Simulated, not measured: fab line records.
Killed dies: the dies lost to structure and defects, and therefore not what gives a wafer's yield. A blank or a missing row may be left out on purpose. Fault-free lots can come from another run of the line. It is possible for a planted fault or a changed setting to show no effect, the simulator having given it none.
What tool caused it? / flow n5 finfet / 12 lots, 34 wafers sampled, at 3 steps of a route of 1938

WHAT THE GAUGES READ, wafer by wafer
N5_MIM_BOT_LITHO_CD_MEAS_08 targets a cd of 3000 nm. Usual: cd nm reads 3000.4 nm (standard deviation 1.6).
lot=L422; measured=day 11 22:20; on=cd sem-03; cd nm (nm)=3000.8 2999.3 3001.0; flag=
lot=L424; measured=day 13 06:44; on=cd sem-03; cd nm (nm)=2999.4 2999.6 2997.9; flag=
lot=L425; measured=day 13 01:53; on=cd sem-01; cd nm (nm)=3003.3 3000.3 3003.8; flag=
lot=L427; measured=day 13 20:53; on=cd sem-02; cd nm (nm)=2998.9 2998.3 2999.4; flag=
lot=L429; measured=day 14 00:55; on=cd sem-02; cd nm (nm)=3001.0 3001.6 3001.3; flag=
lot=L431; measured=day 14 15:54; on=cd sem-03; cd nm (nm)=2998.4 3003.6 3003.5; flag=
lot=L432; measured=day 14 15:16; on=cd sem-03; cd nm (nm)=2999.6 2995.6 2996.9; flag=
lot=L436; measured=day 15 13:45; on=cd sem-03; cd nm (nm)=3000.5 3001.7 3000.2; flag=
lot=L439; measured=day 16 16:46; on=cd sem-01; cd nm (nm)=2999.0 2999.6 3000.7; flag=
lot=L440; measured=day 15 23:28; on=cd sem-01; cd nm (nm)=3001.4 3002.1; flag=
lot=L441; measured=day 16 21:41; on=cd sem-01; cd nm (nm)=3000.3 3001.6; flag=
lot=L443; measured=day 17 09:39; on=cd sem-03; cd nm (nm)=3001.0 2999.2 3000.7; flag=

N5_MIM_BOT_LITHO_OVL_MEAS_11. Usual: MIM_BOT_OVL -3 nm, standard deviation 6.
lot=L422; measured=day 11 22:22; on=overlay-02; MIM_BOT_OVL (nm)=0 -1 -1; flag=
lot=L424; measured=day 13 06:46; on=overlay-02; MIM_BOT_OVL (nm)=5 1 4; flag=
lot=L425; measured=day 13 01:55; on=overlay-01; MIM_BOT_OVL (nm)=-13 -5 -7; flag=
lot=L427; measured=day 13 20:55; on=overlay-02; MIM_BOT_OVL (nm)=2 -6 -3; flag=
lot=L429; measured=day 14 00:57; on=overlay-02; MIM_BOT_OVL (nm)=-8 -9 -17; flag=
lot=L431; measured=day 14 15:56; on=overlay-02; MIM_BOT_OVL (nm)=-18 -13 -21; flag=
lot=L432; measured=day 14 15:18; on=overlay-01; MIM_BOT_OVL (nm)=3 -4 0; flag=
lot=L436; measured=day 15 13:47; on=overlay-02; MIM_BOT_OVL (nm)=-3 -3 -3; flag=
lot=L439; measured=day 16 16:47; on=overlay-01; MIM_BOT_OVL (nm)=-12 0 -12; flag=
lot=L440; measured=day 15 23:30; on=overlay-01; MIM_BOT_OVL (nm)=8 10; flag=
lot=L441; measured=day 16 21:43; on=overlay-01; MIM_BOT_OVL (nm)=3 -1; flag=
lot=L443; measured=day 17 09:41; on=overlay-01; MIM_BOT_OVL (nm)=-1 -8 7; flag=

EACH LOT AND THE TOOL THAT RAN IT (in order: tool; ch and the chambers of the sampled wafers; start)
lot=L422; N5_HKMG_FIN_NWFM_ALD_20=ald metal-03 ch 1,2, day 4 04:34
lot=L424; N5_HKMG_FIN_NWFM_ALD_20=ald metal-03 ch 0,1,3, day 4 23:10
lot=L425; N5_HKMG_FIN_NWFM_ALD_20=ald metal-03 ch 0,1,3, day 5 01:14
lot=L427; N5_HKMG_FIN_NWFM_ALD_20=ald metal-03 ch 2,3, day 5 11:18
lot=L429; N5_HKMG_FIN_NWFM_ALD_20=ald metal-03 ch 0,2,3, day 6 01:52
lot=L431; N5_HKMG_FIN_NWFM_ALD_20=ald metal-03 ch 0,3, day 6 11:00
lot=L432; N5_HKMG_FIN_NWFM_ALD_20=ald metal-03 ch 0,3, day 6 19:01
lot=L436; N5_HKMG_FIN_NWFM_ALD_20=ald metal-02 ch 0,1,3, day 7 21:17
lot=L439; N5_HKMG_FIN_NWFM_ALD_20=ald metal-02 ch 0,2,3, day 8 11:13
lot=L440; N5_HKMG_FIN_NWFM_ALD_20=ald metal-02 ch 1,3, day 8 14:58
lot=L441; N5_HKMG_FIN_NWFM_ALD_20=ald metal-01 ch 0,1, day 9 01:32
lot=L443; N5_HKMG_FIN_NWFM_ALD_20=ald metal-02 ch 0,3, day 9 16:27
- N5_HKMG_FIN_NWFM_ALD_20: deposits TiAlC, target thk 2 nm, pulse time 3 s, purge time 2 s.

AS READ BY THE TOOLS THEMSELVES (means over the sampled wafers that have a number; for cases with no such wafer, the mark the record gives instead)
N5_HKMG_FIN_NWFM_ALD_20. Usual: heater power w 485 W, standard deviation 57; precursor pulse height rel 1.000, standard deviation 0.02.
lot=L422; tool=ald metal-03; heater power w (W)=499; precursor pulse height rel=0.994; flag=
lot=L424; tool=ald metal-03; heater power w (W)=478; precursor pulse height rel=0.997; flag=
lot=L425; tool=ald metal-03; heater power w (W)=475; precursor pulse height rel=1.015; flag=
lot=L427; tool=ald metal-03; heater power w (W)=465; precursor pulse height rel=1.014; flag=
lot=L429; tool=ald metal-03; heater power w (W)=494; precursor pulse height rel=0.996; flag=
lot=L431; tool=ald metal-03; heater power w (W)=499; precursor pulse height rel=1.003; flag=
lot=L432; tool=ald metal-03; heater power w (W)=473; precursor pulse height rel=0.987; flag=
lot=L436; tool=ald metal-02; heater power w (W)=481; precursor pulse height rel=1.000; flag=
lot=L439; tool=ald metal-02; heater power w (W)=480; precursor pulse height rel=0.999; flag=
lot=L440; tool=ald metal-02; heater power w (W)=464; precursor pulse height rel=0.976; flag=
lot=L441; tool=ald metal-01; heater power w (W)=532; precursor pulse height rel=0.974; flag=
lot=L443; tool=ald metal-02; heater power w (W)=450; precursor pulse height rel=1.003; flag=

THE ANSWER, worked out from the rows above alone
Rule: take the mean of a lot's wafers that have a number; if it is more than 3 standard deviations from the usual mean, the lot is off. A lot without any number at a reading at which 4 lots or more have one is off too. The other lots that the step has rows for count as sound. Order of review: gauges by route order, followed by the tools' own readings, for which a lot's mean as printed above is used. At the first step where some lot is off, the reading lying furthest off is the one used; lots without a number count as furthest.
Across all readings shown, no lot is off: no conclusion can be drawn from this.

WHAT THE SIMULATOR HAD INSERTED
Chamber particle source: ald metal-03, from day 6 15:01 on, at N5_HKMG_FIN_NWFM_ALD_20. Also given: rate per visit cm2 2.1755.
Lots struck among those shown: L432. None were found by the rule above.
